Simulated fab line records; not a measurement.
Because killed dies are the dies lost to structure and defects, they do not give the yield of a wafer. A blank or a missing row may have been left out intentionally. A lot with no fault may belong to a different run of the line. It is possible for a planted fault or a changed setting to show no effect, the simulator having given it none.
Chamber matching / flow nand_harc / pecvd-02 running NHARC_P_M1_PRE_CLEAN_32: 3 sister chambers
The step time 12 s. 16 wafers are shown with their chamber, then 8 later ones without.

== WAFERS PAIRED WITH THEIR CHAMBERS ==
wafer=L074.1; chamber=2; heater_power_w (W)=671
wafer=L074.2; chamber=0; heater_power_w (W)=851
wafer=L074.6; chamber=1; heater_power_w (W)=616
wafer=L075.1; chamber=0; heater_power_w (W)=962
wafer=L075.3; chamber=2; heater_power_w (W)=678
wafer=L075.6; chamber=1; heater_power_w (W)=593
wafer=L082.1; chamber=0; heater_power_w (W)=938
wafer=L082.2; chamber=2; heater_power_w (W)=590
wafer=L082.4; chamber=1; heater_power_w (W)=581
wafer=L085.2; chamber=1; heater_power_w (W)=626
wafer=L085.4; chamber=2; heater_power_w (W)=581
wafer=L085.5; chamber=1; heater_power_w (W)=620
wafer=L087.4; chamber=0; heater_power_w (W)=903
wafer=L087.5; chamber=1; heater_power_w (W)=633
wafer=L087.6; chamber=2; heater_power_w (W)=701
wafer=L089.3; chamber=0; heater_power_w (W)=930

SIGNATURES, as means of the wafers listed above
reading=heater_power_w; chamber 0=916.80; chamber 1=611.50; chamber 2=644.20; scatter within a chamber=40.4
Rule: for each reading, subtract the chamber's mean from the wafer's reading, divide by that reading's scatter and square the result; add these up over the readings and take the root, which gives the wafer's distance from the chamber. If the next closest chamber is less than 2 further off than the closest, the wafer can't be placed; otherwise it belongs to the closest. The scatter is the square root of a quotient: the sum, over the shown wafers, of each reading's squared deviation from its chamber's mean, divided by wafers minus chambers.

== WAFERS WITHOUT THEIR CHAMBER ==
wafer=L089.5; heater_power_w (W)=963
wafer=L089.6; heater_power_w (W)=632
wafer=L091.1; heater_power_w (W)=664
wafer=L091.2; heater_power_w (W)=566
wafer=L091.5; heater_power_w (W)=926
wafer=L092.1; heater_power_w (W)=675
wafer=L092.2; heater_power_w (W)=860
wafer=L092.4; heater_power_w (W)=645

== EACH ONE'S CHAMBER ==
wafer=L089.5; from the rows above=0; in truth=0
wafer=L089.6; from the rows above=can't be placed: 2 or 1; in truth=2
wafer=L091.1; from the rows above=can't be placed: 2 or 1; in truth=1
wafer=L091.2; from the rows above=can't be placed: 1 or 2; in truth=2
wafer=L091.5; from the rows above=0; in truth=0
wafer=L092.1; from the rows above=can't be placed: 2 or 1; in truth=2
wafer=L092.2; from the rows above=0; in truth=0
wafer=L092.4; from the rows above=can't be placed: 2 or 1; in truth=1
Correct placement for 3 of the 8. Not placeable from these rows: 5 (in 5, the candidates include the true chamber). Placed wrongly: 0.
